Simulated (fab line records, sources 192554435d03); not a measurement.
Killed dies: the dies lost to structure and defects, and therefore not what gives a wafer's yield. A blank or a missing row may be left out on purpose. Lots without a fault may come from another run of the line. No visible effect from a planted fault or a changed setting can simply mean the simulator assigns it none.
A single fault, viewed from 3 desks -- flow n5Finfet -- every desk sees just its own numbers, and what lay behind them comes last
Where a reading is given only as a bound, like >300, the bound stands for it, and a mean or a difference that rests on one is marked > or <: the true number lies beyond.

== THE DEFECT DESK ==
Inspection counts along the route, by lot: the mean over sampled wafers that carry a number. A lot is out of limits, marked OUT, if its mean lies more than 4 standard deviations from the usual mean; the brackets give that distance.
Columns: A = rawDefectCount at N5_MIM_BOT_LITHO_INSPECT_12, usual 2.1; B = rawDefectCount at N5_PASSIVATION_INSPECT_61, usual 2.1
lot,first seen here,A,B
L627,day 13 20:35,1.7,1.3
L625,day 14 20:25,2.0,2.0
L636,day 17 06:02,2.3,>300 (+99 or more) OUT
L638,day 17 06:59,2.3,>300 (+99 or more) OUT
L643,day 18 12:26,1.3,1.0
L644,day 18 18:44,1.0,2.5
This desk's finding: out of limits on L636, L638; first on L636, day 17 07:46 (rawDefectCount at N5_PASSIVATION_INSPECT_61). In limits: L627, L625, L643, L644.

== DESK OF THE TOOL OWNER: wetBench-05 ==
The tool's own readings at N5_MIM_BOT_ETCH_STRIP_02 (strips in post etch residue remover, time 1200 s): means of the sampled wafers that have a number, for each lot that ran on this tool. A lot is out of limits, marked OUT, if its mean lies more than 4 standard deviations from the usual mean; the brackets give that distance.
Columns: A = bathGuardTempC at N5_MIM_BOT_ETCH_STRIP_02, usual 72.4 C; B = tempC at N5_MIM_BOT_ETCH_STRIP_02, usual 72.50 C
lot,first seen here,A,B
L627,day 13 21:08,72.4,72.49
L625,day 14 20:55,72.2,72.53
L636,day 17 06:31,72.2,72.42
L638,day 17 07:41,72.3,72.43
This desk's finding: nothing out of limits on any of the 4 lots.

== FROM THE METROLOGY DESK ==
Means of the sampled wafers that have a number, per lot and without regard to the tool the lot ran on: this is what the gauges read. A lot is out of limits, marked OUT, if its mean lies more than 4 standard deviations from the usual mean; the brackets give that distance.
Columns: A = cdNm at N5_MIM_BOT_LITHO_CD_MEAS_08, usual 2999.5 nm; B = MIM_BOT_OVL at N5_MIM_BOT_LITHO_OVL_MEAS_11, usual -3 nm; C = cdNm at N5_PASSIVATION_CD_MEAS_10, usual 3002 nm; D = TV_OVL at N5_PASSIVATION_OVL_MEAS_60, usual -1 nm
lot,first seen here,A,B,C,D
L627,day 13 20:32,3001.2,-3,3002,-2
L625,day 14 20:22,3000.2,-0,3000,2
L636,day 17 05:58,2998.9,-1,3004,-6
L638,day 17 06:56,2997.2,-0,3002,-1
L643,day 18 12:23,2996.7,2,2999,-5
L644,day 18 18:41,2999.5,-6,3000,4
This desk's finding: nothing out of limits on any of the 6 lots.

== PUT TOGETHER ==
The defect desk could have raised an alarm at day 17 07:46, on L636, L638.
The desk of the tool owner found nothing out of limits.
Nothing out of limits was seen by the metrology desk.
The tool owner's desk has L636, L638 on record, within its limits.
The metrology desk has L636, L638 on record, within its limits.
The lots listed all ran N5_MIM_BOT_ETCH_STRIP_02 on wetBench-05.

== WHAT HAD BEEN PUT IN BY THE SIMULATOR ==
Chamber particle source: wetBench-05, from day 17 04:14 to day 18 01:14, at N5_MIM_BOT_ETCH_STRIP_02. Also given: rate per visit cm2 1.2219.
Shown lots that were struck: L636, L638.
Hours from the fault's start to each desk's first reading out of limits: the defect desk, 4.
